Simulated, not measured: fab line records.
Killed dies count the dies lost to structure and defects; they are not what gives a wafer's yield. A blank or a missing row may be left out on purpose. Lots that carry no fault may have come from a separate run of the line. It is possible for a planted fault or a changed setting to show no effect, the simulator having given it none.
Matching of chambers :: flow nandHarc :: NHARC_A_CHANNEL_FILL_D1_ALD_16 on aldHk-04: 4 sister chambers
The step deposits SiO2, target thk 1.5 nm, pulse time 10 s, ald cycles 15. 4 wafers are shown with their chamber, then 7 later ones without.

== WAFERS WITH THEIR CHAMBER ==
wafer: L081.2
chamber: 0
heaterPowerW (W): 442

wafer: L083.6
chamber: 2
heaterPowerW (W): 457

wafer: L086.2
chamber: 1
heaterPowerW (W): 509

wafer: L086.4
chamber: 3
heaterPowerW (W): 466

== WAFERS MISSING THEIR CHAMBER ==
wafer: L086.6
heaterPowerW (W): 457

wafer: L085.4
heaterPowerW (W): 469

wafer: L085.5
heaterPowerW (W): 466

wafer: L085.6
heaterPowerW (W): 459

wafer: L093.1
heaterPowerW (W): 499

wafer: L093.2
heaterPowerW (W): 452

wafer: L093.5
heaterPowerW (W): 466

== CHAMBER TAKEN BY EACH ==
wafer: L086.6
from the rows above: 2
in truth: 2

wafer: L085.4
from the rows above: 3
in truth: 3

wafer: L085.5
from the rows above: 3
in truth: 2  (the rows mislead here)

wafer: L085.6
from the rows above: can't be placed: 2 or 3
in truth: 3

wafer: L093.1
from the rows above: 1
in truth: 1

wafer: L093.2
from the rows above: can't be placed: 2 or 0
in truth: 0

wafer: L093.5
from the rows above: 3
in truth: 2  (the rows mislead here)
Correct placement for 3 of the 7. Unplaceable from these rows: 2, with the true chamber sitting among the candidates in 2. 2 placed wrongly.
How it was worked out, from the rows above alone: a wafer's distance from a chamber is the root of the sum, over the readings, of the square of ((its reading less the chamber's mean) divided by the reading's scatter). If the next closest chamber is less than 2 further off than the closest, the wafer can't be placed; otherwise it belongs to the closest. Each chamber's mean is taken over the wafers shown for it. The scatter: with one shown wafer a chamber, the root of the mean of the squares of how far each hidden wafer lies from its nearest shown one.
